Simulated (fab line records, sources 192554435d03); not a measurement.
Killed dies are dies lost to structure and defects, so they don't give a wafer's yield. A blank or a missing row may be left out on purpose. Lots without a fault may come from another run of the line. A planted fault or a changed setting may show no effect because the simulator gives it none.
Which tool did it? | flow n5_finfet | 13 lots, 35 wafers sampled, at 4 steps of a route of 1938

WHAT THE GAUGES READ, wafer by wafer
The record holds no reading of a measuring or inspecting step that can be judged against a usual standard deviation.

WHICH TOOL RAN EACH LOT (tool, then ch and the chambers of the sampled wafers, then the start)
lot  | N5_BEOL_M7_DEGAS_44          | N5_BEOL_M7_DEP_56               | N5_BEOL_M8_ILD_DEP_00           | N5_BEOL_M8_CURE_74
L354 | pvd_sputter-03, day 9 04:34  | pecvd-02 ch 1,2, day 9 06:32    | pecvd-03 ch 0,2, day 9 06:41    | uv_cure-01 ch 2, day 9 06:49
L356 | pvd_sputter-02, day 9 15:39  | pecvd-02 ch 0,1, day 9 17:58    | pecvd-03 ch 1,2, day 9 18:05    | uv_cure-03 ch 1, day 9 18:09
L358 | pvd_sputter-01, day 9 22:08  | pecvd-04 ch 1, day 9 23:37      | pecvd-03 ch 0, day 9 23:44      | uv_cure-03 ch 1, day 9 23:48
L361 | pvd_sputter-01, day 11 04:34 | pecvd-02 ch 1, day 11 08:00     | pecvd-03 ch 0, day 11 08:08     | uv_cure-03 ch 1, day 11 08:22
L364 | pvd_sputter-03, day 12 04:08 | pecvd-04 ch 0,1, day 12 05:57   | pecvd-02 ch 0,2, day 12 06:06   | uv_cure-02 ch 2, day 12 06:15
L363 | pvd_sputter-01, day 12 04:19 | pecvd-02 ch 0,1,2, day 12 06:13 | pecvd-01 ch 0,1, day 12 06:20   | uv_cure-03 ch 0, day 12 06:34
L365 | pvd_sputter-03, day 12 08:40 | pecvd-04 ch 0,1,2, day 12 10:34 | pecvd-01 ch 1,2, day 12 10:41   | uv_cure-03 ch 2, day 12 10:52
L367 | pvd_sputter-03, day 12 11:24 | pecvd-04 ch 0,2, day 12 12:59   | pecvd-01 ch 0,1,2, day 12 13:07 | uv_cure-03 ch 0, day 12 13:20
L366 | pvd_sputter-01, day 12 14:51 | pecvd-02 ch 0,1, day 12 16:28   | pecvd-02 ch 0,1,2, day 12 16:36 | uv_cure-02 ch 2, day 12 16:45
L369 | pvd_sputter-03, day 12 19:03 | pecvd-02 ch 0,2, day 12 21:05   | pecvd-02 ch 2, day 12 21:14     | uv_cure-02 ch 0, day 12 21:20
L372 | pvd_sputter-01, day 14 00:16 | pecvd-03 ch 0,2, day 14 02:19   | pecvd-02 ch 0,1, day 14 02:27   | uv_cure-03 ch 0, day 14 02:41
L375 | pvd_sputter-01, day 14 19:53 | pecvd-04 ch 0,1,2, day 14 21:23 | pecvd-01 ch 0,1,2, day 14 21:31 | uv_cure-03 ch 0, day 14 21:35
L376 | pvd_sputter-01, day 14 20:42 | pecvd-03 ch 1,2, day 14 22:14   | pecvd-01 ch 1,2, day 14 22:22   | uv_cure-01 ch 0, day 14 22:26
- N5_BEOL_M7_DEGAS_44: time 60 s.
- N5_BEOL_M7_DEP_56: deposits SiCN from 3MS/NH3, target thk 10 nm, time 17.5 s.
- N5_BEOL_M8_ILD_DEP_00: deposits SiCOH lowk from DEMS/porogen, target thk 179.75 nm, time 33.4 s.
- N5_BEOL_M8_CURE_74: cures SiCOH lowk, time 240 s.

WHAT THE TOOLS THEMSELVES READ (means of the sampled wafers that have a number; where no wafer has one, the mark that the record gives instead)
N5_BEOL_M7_DEGAS_44. Usual: heater_power_w 340 W, standard deviation 35.
lot  | tool           | heater_power_w (W) | flag
L354 | pvd_sputter-03 | 384                |
L356 | pvd_sputter-02 | 325                |
L358 | pvd_sputter-01 | 370                |
L361 | pvd_sputter-01 | 295                |
L364 | pvd_sputter-03 | 353                |
L363 | pvd_sputter-01 | 318                |
L365 | pvd_sputter-03 | 382                |
L367 | pvd_sputter-03 | 365                |
L366 | pvd_sputter-01 | 341                |
L369 | pvd_sputter-03 | 337                |
L372 | pvd_sputter-01 | 308                |
L375 | pvd_sputter-01 | 306                |
L376 | pvd_sputter-01 | 307                |

N5_BEOL_M7_DEP_56. Usual: showerhead_plenum_p_Torr 3.670 Torr, standard deviation 0.015; throttle_valve_pct 9.1 %, standard deviation 0.4.
lot  | tool     | showerhead_plenum_p_Torr (Torr) | throttle_valve_pct (%) | flag
L354 | pecvd-02 | 3.671                           | 9.0                    |
L356 | pecvd-02 | 3.685                           | 9.0                    |
L358 | pecvd-04 | 3.658                           | 9.5                    |
L361 | pecvd-02 | 3.677                           | 9.2                    |
L364 | pecvd-04 | 3.658                           | 9.3                    |
L363 | pecvd-02 | 3.674                           | 9.1                    |
L365 | pecvd-04 | 3.672                           | 9.0                    |
L367 | pecvd-04 | 3.673                           | 8.7                    |
L366 | pecvd-02 | 3.680                           | 9.0                    |
L369 | pecvd-02 | 3.685                           | 9.0                    |
L372 | pecvd-03 | 3.651                           | 9.5                    |
L375 | pecvd-04 | 3.669                           | 8.9                    |
L376 | pecvd-03 | 3.670                           | 9.5                    |

N5_BEOL_M8_ILD_DEP_00. Usual: heater_power_w 301 W, standard deviation 65; showerhead_plenum_p_Torr 5.745 Torr, standard deviation 0.016; susceptor_temp_C 300.00 C, standard deviation 0.18; throttle_valve_pct 13.9 %, standard deviation 0.5.
lot  | tool     | heater_power_w (W) | showerhead_plenum_p_Torr (Torr) | susceptor_temp_C (C) | throttle_valve_pct (%) | flag
L354 | pecvd-03 | 233                | 5.720                           | 299.98               | 14.4                   |
L356 | pecvd-03 | 282                | 5.735                           | 300.05               | 14.2                   |
L358 | pecvd-03 | 223                | 5.727                           | 305.21               | 14.6                   | OFF
L361 | pecvd-03 | 249                | 5.715                           | 305.41               | 14.5                   | OFF
L364 | pecvd-02 | 260                | 5.757                           | 300.06               | 13.5                   |
L363 | pecvd-01 | 313                | 5.740                           | 299.97               | 14.0                   |
L365 | pecvd-01 | 353                | 5.757                           | 299.93               | 13.3                   |
L367 | pecvd-01 | 338                | 5.744                           | 300.11               | 13.8                   |
L366 | pecvd-02 | 275                | 5.756                           | 300.14               | 13.7                   |
L369 | pecvd-02 | 216                | 5.749                           | 299.74               | 13.3                   |
L372 | pecvd-02 | 331                | 5.755                           | 300.05               | 13.8                   |
L375 | pecvd-01 | 339                | 5.734                           | 300.20               | 13.8                   |
L376 | pecvd-01 | 370                | 5.743                           | 300.00               | 13.9                   |

N5_BEOL_M8_CURE_74. Usual: lamp_power_pct 52.31 %, standard deviation 0.063; wafer_temp_C_max 387.2, standard deviation 0.55.
lot  | tool       | lamp_power_pct (%) | wafer_temp_C_max | flag
L354 | uv_cure-01 | 52.30              | 387.4            |
L356 | uv_cure-03 | 52.32              | 387.4            |
L358 | uv_cure-03 | 52.27              | 387.4            |
L361 | uv_cure-03 | 52.28              | 387.3            |
L364 | uv_cure-02 | 52.34              | 386.7            |
L363 | uv_cure-03 | 52.30              | 387.3            |
L365 | uv_cure-03 | 52.35              | 387.2            |
L367 | uv_cure-03 | 52.30              | 387.8            |
L366 | uv_cure-02 | 52.28              | 386.7            |
L369 | uv_cure-02 | 52.35              | 386.8            |
L372 | uv_cure-03 | 52.29              | 387.2            |
L375 | uv_cure-03 | 52.30              | 387.6            |
L376 | uv_cure-01 | 52.30              | 387.8            |

THE ANSWER, worked out from the rows above alone
Rule: a lot is off if the mean of its wafers that have a number lies more than 3 standard deviations from the usual mean. A lot without any number at a reading at which 4 lots or more have one is off too. The other lots that the step has rows for count as sound. The gauges are gone through in route order, then the tools' own readings, and for those a lot's mean is taken as printed above. The first step at which some lot is off is used, and at that step the reading that is off furthest; a lot without a number counts as furthest.
Off: L358, L361, at N5_BEOL_M8_ILD_DEP_00 (susceptor_temp_C).
A tool fits if, at that step or a process step before it, it ran every lot that is off, and no sound lot after the first of them. One fits: pecvd-03 at N5_BEOL_M8_ILD_DEP_00. Its last sound lot is L356 (day 9 18:05), its first lot that is off L358 (day 9 23:44): a fault that began between those two fits.
The tool's own readings at N5_BEOL_M8_ILD_DEP_00 bear it out: on the lots that are off they differ by more than 5 times the standard deviation of the sound lots' means. susceptor_temp_C reads 305.31 C there against 300.02 C on the sound lots.

WHAT THE SIMULATOR HAD PUT IN
Process parameter drift: pecvd-03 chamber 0, from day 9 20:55 on, at N5_BEOL_M8_ILD_DEP_00. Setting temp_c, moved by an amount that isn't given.
Lots struck among those shown: L358, L361. The rule above found the same.
